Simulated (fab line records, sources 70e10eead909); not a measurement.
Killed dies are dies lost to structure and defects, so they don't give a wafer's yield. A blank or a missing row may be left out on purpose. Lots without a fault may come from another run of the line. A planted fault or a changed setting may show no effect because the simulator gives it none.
fab line records | flow nand_harc
record lots=6 wafers=18 last_day=25
route steps=1159 shown P_M2@338 P_BONDPAD@351 END@1159
lots that met no fault: from a run of the same line without faults
start_h: hours from the record's first day to the start of the lot's first wafer shown | wait_h: hours since the lot's step before | " the same as in the row above | L1.1+2: a row that stands for several wafers | - no value, or no start given | * or withheld: withheld | < > ~ a bound
route shown NAME@n: a module of which the file shows steps, and the number in the route of the first | usual: mean/standard deviation of fault-free wafers | same: alike in all rows | chamber/n: place in a boat | sites: the reading at each site | _std_site: their standard deviation | _edge_site: outer sites' mean less inner sites' | radius_mm: how far each site lies from the wafer's centre | mask NAME#n: copy n | behind: the tool/chamber that last shaped the wafer | hold: why the lot was held/for how many hours/how that ended | device: the transistor (n, p or np) that didn't switch | end of line: the same wafers' tests at the end of the route | a step without rows: its recipe alone | killed: dies lost to structure and defects at the first sort, not the wafer's yield | map: a wafer's dies, x killed, . not, _ none there
set.NAME: the setting as run; set.NAME@STEP: as run at that earlier step | model.NAME: the simulator's own value behind a step, which no gauge read
lots at some steps of the route; a table a step, a row a wafer
services: from which hour (start_h, from the record's first day; less than 0 if before it) a tool's chamber was out of use, for how many hours, and why
## steps
# step NHARC_P_M2_DEGAS_29
# recipe temp_c=250 time_s=60
# step NHARC_P_M2_PRE_CLEAN_30
# recipe time_s=30 temp_c=280 gas=H2/He
# usual heater_power_w=407/46
# same time_s=30
# columns lot.wafer tool chamber start_h wait_h heater_power_w
L608.4 pvd_sputter-02 - - - 384
L608.3 " - " " 361
L608.1 " - " " 388
L611.4 pvd_sputter-01 - - - 438
L611.2 " - " " 408
L611.3 " - " " 437
L615.3 pvd_sputter-03 - - - 396
L615.4 " - " " 394
L615.1 " - " " 484
L616.2 pvd_sputter-01 - - - 439
L616.1 " - " " 403
L616.6 " - " " 439
L623.2 pvd_sputter-01 - - - 317
L623.4 " - " " 449
L623.6 " - " " 400
L624.1 pvd_sputter-02 - - - 469
L624.5 " - " " 380
L624.6 " - " " 352
# step NHARC_P_M2_PVD_20
# recipe target_thk_a=50 bias_v=168.6 power_w=15000 chamber_pressure_pa=0.12 time_s=8.06 substrate_temp_c=50 material=TaN
# step NHARC_P_M2_PVD_21
# recipe target_thk_a=300 chamber_pressure_pa=5 power_w=5000 substrate_temp_c=30 time_s=20.49 material=Cu
# usual throttle_valve_pct=30.4/0.98
# same time_s=20.49
# columns lot.wafer tool chamber start_h wait_h throttle_valve_pct
L608.1 pvd_sputter-02 - - - 28.5
L608.4 " - " " 29.0
L608.3 " - " " 32.3
L611.2 pvd_sputter-01 - - - 30.9
L611.4 " - " " 30.5
L611.3 " - " " 29.5
L615.1 pvd_sputter-03 - - - 30.3
L615.3 " - " " 30.9
L615.4 " - " " 32.2
L616.1 pvd_sputter-01 - - - 30.1
L616.2 " - " " 31.6
L616.6 " - " " 30.3
L623.2 pvd_sputter-01 - - - 29.4
L623.4 " - " " 30.6
L623.6 " - " " 31.4
L624.1 pvd_sputter-02 - - - 29.5
L624.6 " - " " 29.7
L624.5 " - " " 29.5
# step NHARC_P_M2_ECD_22
# recipe target_thk_a=4000 bath_temp_c=25 material=Cu
# step NHARC_P_M2_ANNEAL_31
# recipe temp_c=225 time_s=90
# step NHARC_P_M2_CMP_23
# recipe t_overpolish_s=20 target_thk_nm=144.3
# step NHARC_P_M2_THK_MEAS_24
# recipe thk_meas_gauge=xrf
# usual thk_nm=145.0/1.8
# columns lot.wafer tool chamber start_h wait_h thk_nm
L608.1 film_metro-01 - 174.80 - 143.9
L608.3 " - " " 148.7
L608.4 " - " " 142.4
L611.2 film_metro-01 - 185.98 - 145.5
L611.3 " - " " 144.9
L611.4 " - " " 144.4
L615.1 film_metro-02 - 224.92 - 142.5
L615.3 " - " " 141.3
L615.4 " - " " 148.4
L616.1 film_metro-02 - 225.56 - 147.0
L616.2 " - " " 143.0
L616.6 " - " " 145.7
L623.2 film_metro-02 - 256.11 - 144.9
L623.4 " - " " 143.7
L623.6 " - " " 146.1
L624.1 film_metro-02 - 259.98 - 144.5
L624.5 " - " " 141.9
L624.6 " - " " 141.7
# step NHARC_P_M2_SRD_25
# step NHARC_P_M2_INSPECT_27
# usual raw_defect_count=321/120
# columns lot.wafer tool chamber start_h wait_h raw_defect_count
L608.1 defect_inspect-02 - 174.97 0.0 427
L608.3 " - " " 216
L608.4 " - " " 320
L611.2 defect_inspect-02 - 186.13 0.0 289
L611.3 " - " " 204
L611.4 " - " " 292
L615.1 defect_inspect-01 - 225.08 0.0 301
L615.3 " - " " 567
L615.4 " - " " 405
L616.1 defect_inspect-01 - 225.72 0.0 425
L616.2 " - " " 499
L616.6 " - " " 269
L623.2 defect_inspect-01 - 256.27 0.0 429
L623.4 " - " " 277
L623.6 " - " " 423
L624.1 defect_inspect-02 - 260.14 0.0 683
L624.5 " - " " 580
L624.6 " - " " 450
# step NHARC_P_M2_PRE_CLEAN_32
# recipe time_s=12 temp_c=370 rf_power_w=300 gas=NH3
# step NHARC_P_M2_DEP_33
# recipe target_thk_a=300 temp_c=370 target_thk_nm=30 pressure_torr=3 flow_sccm=200 rf_w=450 material=SiCN
# usual heater_power_w=566/99 showerhead_vpp_V=1330/33
# columns lot.wafer tool chamber start_h wait_h heater_power_w showerhead_vpp_V
L608.1 pecvd-03 0 175.12 0.1 579 1339
L608.3 " 1 " " 727 1310
L608.4 " 0 " " 555 1362
L611.3 pecvd-03 2 186.28 0.1 525 1332
L611.2 " 0 " " 492 1339
L611.4 " 1 " " 723 1321
L615.3 pecvd-02 1 225.25 0.1 522 1307
L615.1 " 2 " " 748 1342
L615.4 " 2 " " 776 1355
L616.2 pecvd-01 1 225.89 0.1 516 1281
L616.1 " 2 " " 555 1299
L616.6 " 1 " " 528 1240
L623.2 pecvd-03 1 256.46 0.1 670 1291
L623.6 " 0 " " 508 1335
L623.4 " 1 " " 682 1311
L624.1 pecvd-02 1 260.28 0.1 440 1317
L624.5 " 1 " " 438 1312
L624.6 " 2 " " 745 1342
# step NHARC_P_BONDPAD_DEP_00
# recipe target_thk_a=2500 temp_c=370 target_thk_nm=250 pressure_torr=3 flow_sccm=200 rf_w=450 material=SiCN
# usual heater_power_w=559/88 showerhead_vpp_V=1326/35
# columns lot.wafer tool chamber start_h wait_h heater_power_w showerhead_vpp_V
L608.1 pecvd-02 0 175.60 - 614 1365
L608.3 " 1 " " 523 1287
L608.4 " 0 " " 507 1396
L611.2 pecvd-01 2 186.74 - 593 1304
L611.3 " 0 " " 556 1319
L611.4 " 2 " " 614 1307
L615.3 pecvd-02 2 - - 674 1368
L615.1 " 0 " " 537 1369
L615.4 " 2 " " 697 1340
L616.1 pecvd-01 1 - - 532 1250
L616.2 " 2 " " 545 1315
L616.6 " 2 " " 560 1315
L623.2 pecvd-02 2 257.08 - 761 1350
L623.4 " 0 " " 574 1367
L623.6 " 1 " " 490 1310
L624.1 pecvd-01 1 260.70 - 537 1272
L624.6 " 1 " " 553 1268
L624.5 " 2 " " 536 1321
# step NHARC_P_BONDPAD_CMP_32
# recipe target_thk_nm=200 material=SiCN
# step NHARC_P_BONDPAD_THK_MEAS_33
# recipe thk_meas_gauge=ellipsometry
# usual thk_nm=200.6/1.7
# columns lot.wafer tool chamber start_h wait_h thk_nm
L608.1 film_metro-01 - 176.32 0.2 201.4
L608.3 " - " " 199.7
L608.4 " - " " 199.3
L611.2 film_metro-01 - 187.35 0.2 200.4
L611.3 " - " " 198.9
L611.4 " - " " 200.3
L615.1 film_metro-02 - 226.30 0.2 201.6
L615.3 " - " " 201.2
L615.4 " - " " 200.6
L616.1 film_metro-01 - 226.97 0.1 202.1
L616.2 " - " " 200.6
L616.6 " - " " 201.1
L623.2 film_metro-01 - 257.74 0.1 198.8
L623.4 " - " " 202.4
L623.6 " - " " 199.8
L624.1 film_metro-01 - 261.36 0.2 200.0
L624.5 " - " " 197.8
L624.6 " - " " 199.2
# step NHARC_P_BONDPAD_SRD_34
# step NHARC_P_BONDPAD_DEHYDRATE_01
# recipe temp_c=150 time_s=120
# step NHARC_P_BONDPAD_HMDS_02
# recipe time_s=30
# step NHARC_P_BONDPAD_COAT_36
# recipe temp_c=200 time_s=65
# step NHARC_P_BONDPAD_COAT_03
# recipe spin_rpm=2000 resist_thk_nm=600
# step NHARC_P_BONDPAD_SOFTBAKE_04
# recipe temp_c=125 time_s=70
# step NHARC_P_BONDPAD_EBR_05
# step NHARC_P_BONDPAD_EXPOSE_06
# recipe na=0.55 dose_mj=37.06 mask_id=P_BPAD
# step NHARC_P_BONDPAD_PEB_07
# recipe peb_temp_c=128 peb_time_s=80
# step NHARC_P_BONDPAD_DEVELOP_08
# recipe time_s=50 dev_temp_c=22
# step NHARC_P_BONDPAD_CD_MEAS_09
# recipe target_cd_nm=500 landing_energy_ev=500
# usual cd_nm=500.6/2
# columns lot.wafer tool chamber start_h wait_h cd_nm
L608.1 cd_sem-03 0 176.89 - 499.5
L608.3 " 0 " " 501.7
L608.4 " 0 " " 501.8
L611.2 cd_sem-03 0 187.93 - 500.7
L611.3 " 0 " " 505.1
L611.4 " 0 " " 499.6
L615.1 cd_sem-01 0 226.74 - 503.1
L615.3 " 0 " " 499.0
L615.4 " 0 " " 502.1
L616.1 cd_sem-03 0 227.54 - 500.1
L616.2 " 0 " " 500.8
L616.6 " 0 " " 501.6
L623.2 cd_sem-03 0 258.19 - 502.8
L623.4 " 0 " " 502.5
L623.6 " 0 " " 498.5
L624.1 cd_sem-01 0 261.79 - 500.6
L624.5 " 0 " " 503.0
L624.6 " 0 " " 500.0
# step NHARC_P_BONDPAD_OVL_MEAS_38
# usual overlay_x_nm=1/6 overlay_y_nm=-1/5.2
# columns lot.wafer tool chamber start_h wait_h overlay_x_nm overlay_y_nm
L608.1 overlay-02 - 176.98 - 3 -7
L608.3 " - " " 3 -6
L608.4 " - " " 3 -6
L611.2 overlay-02 - 188.01 - -7 3
L611.3 " - " " -6 3
L611.4 " - " " -7 3
L615.1 overlay-02 - 226.82 - 9 0
L615.3 " - " " 9 0
L615.4 " - " " 9 1
L616.1 overlay-01 - 227.63 - -5 -7
L616.2 " - " " -5 -7
L616.6 " - " " -4 -7
L623.2 overlay-02 - 258.27 - -4 -6
L623.4 " - " " -4 -6
L623.6 " - " " -4 -6
L624.1 overlay-01 - 261.88 - -10 -1
L624.5 " - " " -10 0
L624.6 " - " " -9 0
# step NHARC_P_BONDPAD_HARDBAKE_10
# recipe temp_c=118 time_s=65
# step NHARC_P_BONDPAD_DESCUM_11
# recipe time_s=3 o2_flow_sccm=200 ar_flow_sccm=0 bias_power_w=0 chemistry=O2
# step NHARC_P_BONDPAD_ETCH_37
# recipe target_depth_a=600 overetch_a=180 time_s=65.91 ion_energy_ev=200 n2_flow_sccm=150 h2_flow_sccm=150 ar_flow_sccm=0 rf_w=400 bias_w=150 chemistry=N2/H2
# usual drypump_motor_current_A=5.6/0.59 oes_product_au=1.003/0.011 rf_vpp_V=428.4/1.6 showerhead_plenum_p_Torr=1.97/0.047 throttle_valve_pct=14.172/0.008
# same time_s=65.91
# columns lot.wafer tool chamber start_h wait_h drypump_motor_current_A oes_product_au rf_hours_counter_h rf_vpp_V showerhead_plenum_p_Torr throttle_valve_pct
L608.4 rie_diel-01 3 177.19 0.1 4.9 1.005 11 428.8 1.98 14.179
L608.3 " 0 " " 6.6 1.003 11 426.3 1.92 14.187
L608.1 " 1 " " 5.2 1.012 12 432.5 2.10 14.172
L611.3 rie_diel-09 0 188.22 0.1 5.7 0.997 9 428.4 1.97 14.181
L611.4 " 1 " " 5.1 1.008 9 429.2 1.99 14.176
L611.2 " 2 " " 5.1 0.981 9 429.1 1.94 14.169
L615.1 rie_diel-09 3 227.03 0.1 6.5 0.988 14 426.4 1.92 14.178
L615.4 " 0 " " 5.7 0.995 13 427.6 1.97 14.167
L615.3 " 1 " " 5.1 1.009 13 429.3 1.99 14.174
L616.2 rie_diel-11 2 227.87 0.1 5.1 1.002 11 427.0 1.96 14.173
L616.1 " 0 " " 6.0 0.983 11 430.9 2.10 14.167
L616.6 " 2 " " 5.1 1.005 - 430.1 1.96 14.181
L623.2 rie_diel-01 0 258.55 0.1 6.6 0.993 40 425.7 1.91 14.161
L623.4 " 2 " " 5.7 1.012 44 430.1 1.96 14.181
L623.6 " 0 " " 6.6 0.984 - 427.5 1.91 14.169
L624.1 rie_diel-01 3 262.20 0.2 4.8 1.006 41 428.2 1.97 14.170
L624.6 " 3 " " 4.9 1.016 - 429.2 1.97 14.166
L624.5 " 0 " " 6.6 0.997 - 426.7 1.91 14.174
# step NHARC_P_BONDPAD_ETCH_12
# recipe target_depth_a=2000 time_s=100 chf3_flow_sccm=50 o2_flow_sccm=10 ar_flow_sccm=200 rf_w=500 bias_w=200 chemistry=CHF3/O2
# step NHARC_P_BONDPAD_CD_MEAS_13
# usual cd_nm=500.0/2.3
# columns lot.wafer tool chamber start_h wait_h cd_nm
L608.1 cd_sem-03 - 177.44 - 497.8
L608.3 " - " " 500.7
L608.4 " - " " 500.2
L611.2 cd_sem-03 - 188.45 - 502.0
L611.3 " - " " 503.3
L611.4 " - " " 500.3
L615.1 cd_sem-01 - 227.26 - 503.8
L615.3 " - " " 499.2
L615.4 " - " " 500.8
L616.1 cd_sem-01 - 228.10 - 500.4
L616.2 " - " " 498.9
L616.6 " - " " 501.4
L623.2 cd_sem-02 - 258.85 - 501.8
L623.4 " - " " 502.0
L623.6 " - " " 497.5
L624.1 cd_sem-01 - 262.60 - 497.9
L624.5 " - " " 501.6
L624.6 " - " " 498.1
# step NHARC_P_BONDPAD_STRIP_15
# recipe o2_flow_sccm=500 ar_flow_sccm=0 bias_w=0 chemistry=O2
# step NHARC_P_BONDPAD_ETCH_24
# recipe target_depth_a=300 over_etch_frac=0.3 time_s=72.99 ion_energy_ev=150 cf4_flow_sccm=50 n2_flow_sccm=100 ar_flow_sccm=150 rf_w=300 bias_w=100 chemistry=CF4/N2
# usual drypump_motor_current_A=5.6/0.57 oes_product_au=1.002/0.012 rf_vpp_V=312.9/1.3 showerhead_plenum_p_Torr=2.54/0.058 throttle_valve_pct=19.793/0.0091
# same time_s=72.99
# columns lot.wafer tool chamber start_h wait_h drypump_motor_current_A oes_product_au rf_hours_counter_h rf_vpp_V showerhead_plenum_p_Torr throttle_valve_pct
L608.3 rie_diel-01 3 - - 4.9 1.005 11 312.6 2.55 19.785
L608.4 " 0 " " 6.6 1.004 11 312.3 2.48 19.795
L608.1 " 1 " " 5.2 1.016 12 315.6 2.69 19.781
L611.2 rie_diel-01 3 - - 4.9 1.012 14 312.3 2.55 19.797
L611.4 " 0 " " 6.6 1.004 14 311.7 2.48 19.802
L611.3 " 2 " " 5.7 1.015 15 313.1 2.54 19.785
L615.1 rie_diel-11 2 - - 5.1 0.994 11 313.5 2.53 19.807
L615.4 " 3 " " 5.5 1.013 10 314.0 2.52 19.796
L615.3 " 1 " " 5.1 1.013 12 312.1 2.49 19.792
L616.2 rie_diel-11 0 228.35 0.2 6.0 0.981 11 314.9 2.69 19.797
L616.1 " 1 " " 5.0 1.009 13 311.6 2.49 19.770
L616.6 " 1 " " 5.1 1.013 - 312.8 2.49 19.792
L623.4 rie_diel-01 1 - - 5.2 1.003 44 314.1 2.68 19.783
L623.2 " 3 " " 4.9 0.998 40 313.3 2.54 19.779
L623.6 " 1 " " 5.2 1.014 - 313.7 2.68 19.780
L624.1 rie_diel-01 3 262.91 0.2 4.9 0.996 41 312.3 2.54 19.786
L624.5 " 2 " " 5.7 1.014 - 311.6 2.53 19.800
L624.6 " 3 " " 4.8 0.996 - 313.2 2.54 19.785
# step NHARC_P_BONDPAD_STRIP_16
# recipe time_s=600 temp_c=30 chemistry=post_etch_residue_remover
# step NHARC_P_BONDPAD_DEGAS_25
# recipe temp_c=300 time_s=60
# step NHARC_P_BONDPAD_PRE_CLEAN_26
# recipe time_s=30 temp_c=280 gas=H2/He
# step NHARC_P_BONDPAD_PVD_17
# recipe target_thk_a=50 bias_v=168.6 power_w=15000 chamber_pressure_pa=0.12 time_s=8.06 substrate_temp_c=50 material=TaN
# step NHARC_P_BONDPAD_PVD_27
# recipe target_thk_a=300 chamber_pressure_pa=5 power_w=5000 substrate_temp_c=30 time_s=20.49 material=Cu
# step NHARC_P_BONDPAD_ECD_18
# recipe target_thk_a=4000 bath_temp_c=25 material=Cu
# step NHARC_P_BONDPAD_ANNEAL_28
# recipe temp_c=225 time_s=90
# step NHARC_END_SORT_01
# recipe temp_c=25
# usual defect_limited_yield=95.4/1.8 killed_at_array=28/11 killed_at_other=0.7/0.88 killed_at_periphery=3.1/2.2 killed_dies=31/12 killed_open=3.3/2 killed_short=2.0/1.6 sort_bin_2_pct=1.5/0.73 sort_bin_3_pct=0.27/0.22 sort_bin_4_pct=2.9/1.1 sort_n_pass=646/12 sort_rim_yield_pct=93/3.9 sort_yield_pct=95.4/1.8
# same gross_dies=677 sort_bin_5_pct[%]=0 sort_bin_6_pct[%]=0 sort_bin_7_pct[%]=0 sort_bin_8_pct[%]=0 sort_rim_n_gross=106.00
# columns lot.wafer tool chamber start_h wait_h defect_limited_yield[%] killed_at_array killed_at_other killed_at_periphery killed_dies killed_open killed_short sort_bin_2_pct[%] sort_bin_3_pct[%] sort_bin_4_pct[%] sort_n_pass sort_rim_yield_pct[%] sort_yield_pct[%]
L608.3 prober-01 0 489.28 3.1 79.5 27 1 111 139 5 2 6.8 6.50 7.2 538 89 79.5
L611.2 prober-02 0 507.26 2.8 92.6 47 0 3 50 5 2 2.2 0.44 4.7 627 89 92.6
L611.3 prober-02 0 508.07 3.1 94.8 32 1 2 35 2 4 1.9 0.30 3.0 642 91 94.8
L611.4 prober-02 0 508.89 3.4 78.7 38 0 106 144 3 1 10.9 5.02 5.3 533 87 78.7
L616.1 prober-02 0 544.09 2.5 96.9 18 1 2 21 3 2 1.0 0.30 1.8 656 97 96.9
L616.2 prober-02 0 544.88 2.8 96.6 22 0 1 23 6 1 0.7 0 2.7 654 96 96.6
L616.6 prober-02 0 548.05 4.0 96.8 20 0 2 22 4 4 0.7 0.30 2.2 655 95 96.8
L615.1 prober-01 0 544.12 2.5 97.3 16 1 1 18 0 1 0.7 0.15 1.8 659 93 97.3
L615.3 prober-01 0 545.73 3.1 95.3 27 1 4 32 3 5 1.9 0.44 2.4 645 93 95.3
L615.4 prober-01 0 546.53 3.4 97.0 15 2 3 20 3 3 1.5 0 1.5 657 95 97.0
L623.2 prober-01 0 578.78 2.8 94.1 35 0 5 40 6 0 1.9 0.59 3.4 637 92 94.1
L623.4 prober-01 0 580.37 3.4 94.2 33 1 5 39 5 3 2.1 0.15 3.5 638 93 94.2
L623.6 prober-01 0 581.97 4.0 91.4 53 0 5 58 10 3 2.7 1.03 4.9 619 87 91.4
# killed by level:class
L608.3 P_M2:unspecified=109 A_SLIT:chamber_film_flake=10 A_CHANNEL_HOLE_D1:chamber_film_flake=8 A_CONTACT:chamber_film_flake=4 P_CONTACT:geometric_particle:open=2 A_CHANNEL_FILL_D1:geometric_particle:open=1 A_SGD_CUT:geometric_particle:short=1 A_SGD_CUT:geometric_particle:open=1
L611.2 A_CHANNEL_HOLE_D1:chamber_film_flake=15 A_SLIT:chamber_film_flake=14 A_CONTACT:chamber_film_flake=5 A_WL_FILL:chamber_film_flake=4 P_CONTACT:geometric_particle:open=2 A_ONON_D1:geometric_particle:open=2 A_STAIRCASE:chamber_film_flake=2 A_CHANNEL_HOLE_D1:geometric_particle:short=1
L611.3 A_SLIT:chamber_film_flake=12 A_CHANNEL_HOLE_D1:chamber_film_flake=11 A_CHANNEL_FILL_D1:geometric_particle:short=2 A_STAIRCASE:chamber_film_flake=2 P_M0:geometric_particle:open=1 A_ONON_D1:geometric_particle:open=1 A_WL_FILL:geometric_particle:short=1 A_CONTACT:geometric_particle:short=1
L611.4 P_M2:unspecified=106 A_CHANNEL_HOLE_D1:chamber_film_flake=15 A_SLIT:chamber_film_flake=11 A_M1:chamber_film_flake=3 A_CONTACT:geometric_particle:open=2 A_CHANNEL_FILL_D1:chamber_film_flake=2 A_WL_FILL:chamber_film_flake=2 A_CHANNEL_HOLE_D1:geometric_particle:short=1
L616.1 A_CONTACT:chamber_film_flake=5 A_CHANNEL_HOLE_D1:chamber_film_flake=4 A_CONTACT:geometric_particle:open=2 A_STAIRCASE:chamber_film_flake=2 A_WL_FILL:geometric_particle:short=1 A_CONTACT:geometric_particle:short=1 A_BLC:geometric_particle:open=1 P_GATE:chamber_film_flake=1
L615.1 A_CHANNEL_HOLE_D1:chamber_film_flake=11 A_STAIRCASE:chamber_film_flake=2 A_BLC:geometric_particle:short=1 P_GATE:chamber_film_flake=1 A_SGD_CUT:chamber_film_flake=1 A_CONTACT:chamber_film_flake=1 THIN_TSV:chamber_film_flake=1
L616.2 A_CONTACT:chamber_film_flake=6 A_CHANNEL_HOLE_D1:chamber_film_flake=5 A_STAIRCASE:chamber_film_flake=4 A_CONTACT:geometric_particle:open=3 P_M0:geometric_particle:open=1 A_WL_FILL:geometric_particle:open=1 A_CONTACT:geometric_particle:short=1 A_M0:geometric_particle:open=1
L615.3 A_CHANNEL_HOLE_D1:chamber_film_flake=15 A_CONTACT:chamber_film_flake=7 A_WL_FILL:geometric_particle:short=2 P_STI:geometric_particle:open=1 P_CONTACT:geometric_particle:short=1 P_M0:geometric_particle:short=1 A_CHANNEL_FILL_D1:geometric_particle:short=1 A_M0:geometric_particle:open=1
L615.4 A_CHANNEL_HOLE_D1:chamber_film_flake=8 A_WL_FILL:geometric_particle:short=2 P_GATE:chamber_film_flake=2 THIN_TSV:chamber_film_flake=2 P_CONTACT:geometric_particle:open=1 A_CONTACT:chamber_film_flake=1 A_SGD_CUT:geometric_particle:short=1 A_WL_FILL:geometric_particle:open=1
L616.6 A_CHANNEL_HOLE_D1:chamber_film_flake=7 A_CHANNEL_FILL_D1:geometric_particle:short=3 A_CONTACT:chamber_film_flake=3 P_CONTACT:geometric_particle:open=1 A_ONON_D1:geometric_particle:open=1 A_WL_FILL:geometric_particle:open=1 A_CONTACT:geometric_particle:open=1 A_CONTACT:geometric_particle:short=1
L623.2 A_SLIT:chamber_film_flake=13 A_CONTACT:chamber_film_flake=8 A_CHANNEL_HOLE_D1:chamber_film_flake=6 P_STI:chamber_film_flake=4 A_STAIRCASE:chamber_film_flake=2 P_CONTACT:geometric_particle:open=1 A_SOURCE_PLATE:geometric_particle:open=1 A_ONON_D1:geometric_particle:open=1
L623.4 A_SLIT:chamber_film_flake=16 A_CHANNEL_HOLE_D1:chamber_film_flake=6 P_STI:chamber_film_flake=4 A_CONTACT:chamber_film_flake=4 P_GATE:geometric_particle:open=1 A_SOURCE_PLATE:geometric_particle:open=1 A_ONON_D1:geometric_particle:open=1 A_CHANNEL_HOLE_D1:geometric_particle:short=1
L623.6 A_SLIT:chamber_film_flake=21 A_CHANNEL_HOLE_D1:chamber_film_flake=10 A_CONTACT:chamber_film_flake=6 A_STAIRCASE:chamber_film_flake=4 A_CONTACT:geometric_particle:open=3 P_STI:chamber_film_flake=3 A_CHANNEL_FILL_D1:geometric_particle:open=2 A_WL_FILL:geometric_particle:short=2
# map L608.3 (x killed, . not)
____________x____________
_________......._________
_______..........._______
______.............______
_____..............._____
____.................____
____.................____
___...................___
___...................___
__.....................__
__........x............__
_......................._
_......................._
_............xx........._
_...........xx.x........_
_......................._
...........xxxxxx........
........x...xxxxxx.......
........x.xxxxxxxxxx.....
..........xxxxxxxxx.....x
.........xxxxxxxxxxx..x..
_..........xxxxxxxxx...x_
_.........xxxxxxxxxx.xxx_
_..........xxxxxxxx....._
_...x....x.xxxxxxxx..x.._
_..........xxxxxxxx.x..x_
__.........xxxxxxx....x__
__...x...x.xxxxxxx.....__
___..........xx.x....x___
___.....x.....xxx.....___
____..x......x...x...____
____.x.x............x____
_____..............._____
______xx...........______
_______..........._______
_________......._________
____________x____________
# map L611.4 (x killed, . not)
____________x____________
_________......._________
_______..........._______
______.............______
_____..............._____
____.................____
____.................____
___...................___
___...................___
__.....................__
__.....................__
_......................._
_......................._
_......................._
_...........x..........._
_...............x......._
............x.xx.........
........x...xxxxxx.......
...........xxxxxxxx......
.x.....x...xxxxxxxxx.x...
..x.......xxxxxxxxx......
_.........xxxxxxxxx....x_
_........xxxxxxxxxx....._
_xxx......xxxxxxxxxx...._
_xxx.....xxxxxxxxxxx.x.x_
_xxx......xxxxxxxxx...x._
__x.....x..xxxxxxx.x.xx__
__x.........x.xxxxxxx..__
___x.x.x..xx..xxx...x.___
___x........x.xx.x....___
____x..x....x...x....____
____.................____
_____..............._____
______.............______
_______..........._______
_________......._________
____________.____________
## services
# columns tool chamber start_h hours kind
pecvd-02 - 153.02 13.0 pm
pvd_sputter-01 - 158.01 10.0 pm
pecvd-02 2 166.70 16.5 repair
rie_diel-01 0 171.71 - clean
rie_diel-01 1 171.71 - clean
rie_diel-01 2 171.71 - clean
rie_diel-01 3 171.71 - clean
rie_diel-11 0 180.93 2.1 repair
rie_diel-11 - 191.37 9.0 pm
rie_diel-01 0 196.25 - clean
rie_diel-01 1 196.25 - clean
rie_diel-01 2 196.25 - clean
rie_diel-01 3 196.25 - clean
pvd_sputter-03 - 198.68 17.0 repair
rie_diel-09 0 204.65 5.0 repair
pecvd-01 2 205.87 15.4 repair
pvd_sputter-02 - 214.00 10.0 pm
rie_diel-01 0 220.75 - clean
rie_diel-11 2 228.09 10.0 repair
rie_diel-01 - 228.51 2.2 repair
pvd_sputter-02 - 229.81 2.5 repair
pecvd-01 - 237.13 13.0 pm
rie_diel-09 - 254.10 9.0 pm
rie_diel-01 1 261.53 5.9 repair
## key
first_sign step=NHARC_END_SORT_01 reading=killed_at_periphery direction=up sigmas=49 usual=3.1 struck=108.5
effect step=NHARC_END_SORT_01 reading=killed_dies direction=up sigmas=9.2 usual=31 struck=142
more_kills_born_at NHARC_P_M2_DEP_33@pecvd-03=215
met_at NHARC_P_M2_DEP_33
struck_wafers L608.3,L611.4
fault kind=chamber_particle_source tool=pecvd-03 chamber=1 onset_h=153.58 steps=NHARC_P_M2_DEP_33 rate_per_visit_cm2=2.0021 end_h=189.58
